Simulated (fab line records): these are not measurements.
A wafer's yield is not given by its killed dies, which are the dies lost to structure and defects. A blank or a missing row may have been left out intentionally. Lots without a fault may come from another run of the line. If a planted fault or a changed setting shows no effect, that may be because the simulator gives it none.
Chamber matching    flow nandHarc    4 sister chambers for NHARC_P_GATE_DESCUM_61 on rieDiel-07
The step chemistry O2, time 3 s. 30 wafers are shown with their chamber, then 12 later ones without.

## WAFERS PAIRED WITH THEIR CHAMBERS
wafer   chamber  drypumpMotorCurrentA (A)  showerheadPlenumPTorr (Torr)  oesProductAu (a.u.)
L076.1  1        6.2                       1.89                          0.992
L076.2  3        6.0                       1.94                          1.004
L076.3  0        6.3                       2.01                          0.990
L076.4  2        5.5                       1.81                          1.000
L076.5  0        6.3                       2.01                          0.991
L076.6  3        6.0                       1.94                          0.997
L079.2  3        6.0                       1.94                          1.002
L079.3  1        6.2                       1.89                          0.997
L079.4  0        6.3                       2.01                          1.004
L078.2  2        5.5                       1.81                          1.005
L078.4  3        6.0                       1.94                          1.012
L078.5  2        5.5                       1.81                          1.006
L080.2  3        6.0                       1.94                          1.009
L080.3  1        6.2                       1.89                          1.008
L080.5  0        6.4                       2.01                          0.978
L082.1  2        5.5                       1.81                          1.007
L082.3  3        6.0                       1.94                          1.006
L082.5  2        5.5                       1.81                          1.005
L085.1  0        6.3                       2.00                          0.978
L085.2  1        6.2                       1.88                          0.997
L085.4  3        6.0                       1.94                          1.011
L087.2  2        5.5                       1.81                          1.003
L087.3  0        6.3                       2.00                          0.990
L087.5  2        5.5                       1.81                          1.011
L088.2  3        6.0                       1.94                          0.995
L088.4  1        6.2                       1.88                          1.013
L088.5  2        5.5                       1.81                          1.007
L089.1  3        6.0                       1.94                          0.994
L089.3  2        5.5                       1.81                          1.008
L089.6  1        6.2                       1.88                          1.008

SIGNATURES (means of the wafers above)
reading                chamber 0  chamber 1  chamber 2  chamber 3  scatter within a chamber
drypumpMotorCurrentA   6.317      6.200      5.500      6.000      0.0179
showerheadPlenumPTorr  2.0067     1.8850     1.8100     1.9400     0.0033
oesProductAu           0.98850    1.00250    1.00578    1.00333    0.00697
Rule: for a wafer and a chamber, the distance is found by dividing, reading by reading, the gap between the wafer's reading and the chamber's mean by the reading's scatter, squaring, summing and taking the root. The wafer belongs to the nearest chamber; if the next one is less than 2 further off, it can't be placed. How the scatter is found: for the shown wafers, subtract from each reading the mean of its chamber, square and add these, divide the total by (wafers less chambers), then take the root.

## WAFERS MISSING THEIR CHAMBER
wafer   drypumpMotorCurrentA (A)  showerheadPlenumPTorr (Torr)  oesProductAu (a.u.)
L090.2  6.2                       1.88                          0.992
L090.5  6.0                       1.93                          0.999
L090.6  5.5                       1.81                          1.010
L091.1  5.5                       1.81                          1.007
L091.3  6.0                       1.94                          1.008
L091.6  6.0                       1.93                          1.011
L093.1  6.3                       2.00                          0.976
L093.5  5.5                       1.81                          1.012
L093.6  6.2                       1.88                          1.009
L097.2  6.0                       1.93                          0.983
L097.4  6.4                       2.00                          0.969
L097.5  6.2                       1.88                          1.005

## CHAMBER TAKEN BY EACH
wafer   from the rows above  in truth
L090.2  1                    1
L090.5  3                    3
L090.6  2                    2
L091.1  2                    2
L091.3  3                    3
L091.6  3                    3
L093.1  0                    0
L093.5  2                    2
L093.6  1                    1
L097.2  3                    3
L097.4  0                    0
L097.5  1                    1
Correctly placed: 12 of 12. Can't be placed from these rows: 0. Wrongly placed: 0.
